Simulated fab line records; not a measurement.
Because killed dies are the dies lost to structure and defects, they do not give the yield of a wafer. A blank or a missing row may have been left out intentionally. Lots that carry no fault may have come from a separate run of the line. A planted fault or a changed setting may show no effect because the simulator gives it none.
A struck lot beside a sound one || flow nand-harc || 14 out of 1302 route steps
Sound: wafers L610.2, L610.3, L610.5. Struck: wafers L622.1, L622.4 (left out: L622.5, a lot-mate that was not struck); the cause follows at the end.
At each step with rows: each side's tool, then ch and its chambers, then its first start. Under that, the readings that differ: sound wafers || struck wafers || difference of the means || sigmas: that difference in standard deviations of wafers without a fault.
alike: readings whose means differ by less than 2 such deviations, and words and numbers that are the same on both sides. not compared: withheld readings, readings that some wafer has no value for, bounds like >300 that may hide the same value, and numbers for which the record gives no deviation and whose values overlap.
A row with sigmas, a row that says differs or no value, or rows on one side alone: a step with any of these is where the two part. Numbers that don't overlap but have no deviation are shown without sigmas and don't part them. Lack of a reading on every wafer of one side parts them only where that side has two or more wafers.

NHARC_A_SOURCE_PLATE_THK_MEAS_06: measures by ellipsometry.
  struck on film-metro-02, day 14 17:31; sound on film-metro-02, day 9 18:01
  alike: thk-nm
NHARC_A_SOURCE_PLATE_INSPECT_08:
  struck on defect-inspect-01, day 14 17:35; sound on defect-inspect-01, day 9 18:05
  alike: raw-defect-count
then, 1 step without rows for these wafers: NHARC_A_ONON_D1_DEP_00 (target thk 1000 nm).
NHARC_A_ONON_D1_THK_MEAS_02: measures by ellipsometry.
  struck on film-metro-02, day 14 18:10; sound on film-metro-02, day 9 18:40
  alike: thk-nm
then, 1 step without rows for these wafers: NHARC_A_ONON_D1_DEP_03 (target thk 1000 nm).
NHARC_A_ONON_D1_THK_MEAS_05: measures by ellipsometry.
  struck on film-metro-02, day 14 18:44; sound on film-metro-01, day 9 19:14
  alike: thk-nm
then, 1 step without rows for these wafers: NHARC_A_ONON_D1_DEP_06 (target thk 1000 nm).
NHARC_A_ONON_D1_THK_MEAS_08: measures by ellipsometry.
  struck on film-metro-01, day 14 19:18; sound on film-metro-01, day 9 19:48
  alike: thk-nm
then, 1 step without rows for these wafers: NHARC_A_ONON_D1_DEP_09 (target thk 1000 nm).
NHARC_A_ONON_D1_THK_MEAS_11: measures by ellipsometry.
  struck on film-metro-01, day 14 19:52; sound on film-metro-02, day 9 20:22
{"reading": "thk-nm (nm)", "sound": "1008 1009 1009", "struck": "990 991", "difference": -18, "sigmas": -2}
NHARC_A_ONON_D1_DEP_12: target thk 1000 nm.
  sound on pecvd-onon-01 ch 0, day 9 20:29; struck on pecvd-onon-03 ch 0, day 14 19:56
NHARC_A_ONON_D1_THK_MEAS_14: measures by ellipsometry.
  struck on film-metro-01, day 14 20:26; sound on film-metro-02, day 9 20:56
{"reading": "thk-nm (nm)", "sound": "987 987 988", "struck": "1314 1315", "difference": "+327", "sigmas": "+30"}
then, 1 step without rows for these wafers: NHARC_A_ONON_D1_ANNEAL_15 (time 3600 s).
-- break in the record here, with 16 days between the starts of the struck wafers on either side (left off in module A_ONON_D1, picked up again in module END, where the first step shown is number 1302 on the route) --
NHARC_END_SORT_01:
  sound on prober-01 ch 0, day 25 20:32; struck on prober-02 ch 0, day 30 22:48
{"reading": "killed-at-array", "sound": "68 72 79", "struck": "28 27", "difference": -46, "sigmas": -2}
{"reading": "killed-dies", "sound": "75 74 86", "struck": "30 32", "difference": -47, "sigmas": -3}
  alike: killed-at-other, killed-at-periphery, killed-open, killed-short

WHERE THEY PART
First at NHARC_A_ONON_D1_THK_MEAS_11; last, within this record, at NHARC_END_SORT_01.

WHY: what the simulator had put in
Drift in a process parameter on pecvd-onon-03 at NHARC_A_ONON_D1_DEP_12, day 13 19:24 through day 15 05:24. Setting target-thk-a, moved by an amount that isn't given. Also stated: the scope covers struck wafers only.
